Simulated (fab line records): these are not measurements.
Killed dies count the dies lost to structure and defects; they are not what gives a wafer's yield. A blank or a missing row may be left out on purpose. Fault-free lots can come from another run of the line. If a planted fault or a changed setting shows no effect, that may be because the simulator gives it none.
Split-lot experiment + flow n5 finfet + 21 wafers read from 7 lots, route of 1938 steps

ABOUT THE SPLIT
At N5_SD_EPI_N_COAT_03 (resist thk 150 nm), the setting spin rpm was moved away from the recipe's 1500 rpm on 6 of the 21 wafers read, by -7.5% to +4.7%. For the rest of the wafers, this setting stayed at what the recipe calls for.

FROM THE SPLIT TO THE READING: what the file shows between them, 6 steps
- N5_SD_EPI_N_EBR_05
- N5_SD_EPI_N_SOFTBAKE_04: time 60 s
- N5_SD_EPI_N_EXPOSE_06: exposes mask SD N BLK, target cd 120 nm
- N5_SD_EPI_N_PEB_07: peb time 60 s
- N5_SD_EPI_N_DEVELOP_08: develop time 30 s
- N5_SD_EPI_N_DESCUM_14: chemistry O2, time 7.9 s

THE READING
CAR-ArF-block_of_SD_EPI_N_COAT_03.thk nm (the simulator's own value, which no gauge read), in nm, at N5_SD_EPI_N_ETCH_34 (etches SiARC in CF4, target depth 45.5 nm, time 75.8 s). The file does not state a usual value for it. Average 111.1 nm, standard deviation 0.53 nm, over the 15 wafers here run with the recipe.

| wafer  | tool, chamber at the split | spin rpm as run, rpm | against the recipe | CAR-ArF-block_of_SD_EPI_N_COAT_03.thk nm, nm | against lot-mates on the recipe |
|--------|----------------------------|----------------------|--------------------|----------------------------------------------|---------------------------------|
| L081.2 | litho track-01, 0          | 1500                 | recipe             | 111.2                                        | -                               |
| L081.5 | litho track-01, 0          | 1500                 | recipe             | 111.2                                        | -                               |
| L081.4 | litho track-01, 0          | 1418                 | -5.5%              | 115                                          | +3.8                            |
| L082.2 | litho track-01, 0          | 1500                 | recipe             | 111.6                                        | -                               |
| L082.3 | litho track-01, 0          | 1500                 | recipe             | 111.2                                        | -                               |
| L082.5 | litho track-01, 0          | 1500                 | recipe             | 111.2                                        | -                               |
| L083.2 | litho track-05, 0          | 1500                 | recipe             | 112                                          | -                               |
| L083.3 | litho track-05, 0          | 1571                 | +4.7%              | 107.6                                        | -4.4                            |
| L083.6 | litho track-05, 0          | 1571                 | +4.7%              | 108                                          | -4.0                            |
| L086.1 | litho track-05, 0          | 1500                 | recipe             | 111.6                                        | -                               |
| L086.5 | litho track-05, 0          | 1500                 | recipe             | 111.6                                        | -                               |
| L086.3 | litho track-05, 0          | 1388                 | -7.5%              | 117.2                                        | +5.6                            |
| L087.1 | litho track-05, 0          | 1500                 | recipe             | 110.8                                        | -                               |
| L087.4 | litho track-05, 0          | 1546                 | +3.1%              | 108.4                                        | -2.4                            |
| L087.5 | litho track-05, 0          | 1546                 | +3.1%              | 108.8                                        | -2.0                            |
| L092.1 | litho track-01, 0          | 1500                 | recipe             | 110.2                                        | -                               |
| L092.2 | litho track-01, 0          | 1500                 | recipe             | 110                                          | -                               |
| L092.5 | litho track-01, 0          | 1500                 | recipe             | 110.4                                        | -                               |
| L096.1 | litho track-05, 0          | 1500                 | recipe             | 111.2                                        | -                               |
| L096.2 | litho track-05, 0          | 1500                 | recipe             | 111.2                                        | -                               |
| L096.3 | litho track-05, 0          | 1500                 | recipe             | 111                                          | -                               |

THE FIT
A straight line over all 21 wafers: CAR-ArF-block_of_SD_EPI_N_COAT_03.thk nm changes by -0.76 nm for each +1% of spin rpm; r = -0.97; the points scatter about the line by 0.51 nm.
The same after taking each lot's own level away (the mean of its wafers on the recipe; 21 wafers): -0.775 nm for each +1%; r = -0.99; scatter 0.25 nm.
On that fit, the largest move of spin rpm shifts the reading by 5.8 nm.
The span of the lots' own levels, 110.20 to 112.00 nm, comes to 3.4 times the standard deviation stated above.
The two slopes are in agreement: the lot-to-lot level therefore moves the slope only a little.
Check: with one of the wafers moved furthest among these (-7.5%) left out of the fit, the line predicts +5.82 nm for it against its lot-mates. Against them it came out at +5.6 nm.

THE WHOLE CHAIN: every reading that the file lists as answering this split, in the file's order
| step                   | what it does                                           | reading                                                                                   | change (the file's fit)               | r (the file's) |
|------------------------|--------------------------------------------------------|-------------------------------------------------------------------------------------------|---------------------------------------|----------------|
| N5_SD_EPI_N_COAT_03    | resist thk 150 nm                                      | CAR-ArF-block_of_SD_EPI_N_COAT_03.thk nm (the simulator's own value, which no gauge read) | -0.776 nm for each +1% of the setting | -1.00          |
| N5_SD_EPI_N_DEVELOP_08 | develop time 30 s                                      | CAR-ArF-block_of_SD_EPI_N_COAT_03.thk nm (the simulator's own value, which no gauge read) | -0.772 nm for each +1% of the setting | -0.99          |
| N5_SD_EPI_N_ETCH_34    | etches SiARC in CF4, target depth 45.5 nm, time 75.8 s | CAR-ArF-block_of_SD_EPI_N_COAT_03.thk nm (the simulator's own value, which no gauge read) | -0.76 nm for each +1% of the setting  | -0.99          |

FILE'S OWN FIT
CAR-ArF-block_of_SD_EPI_N_COAT_03.thk nm changes by -0.76 nm for each +1% of spin rpm, r = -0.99.
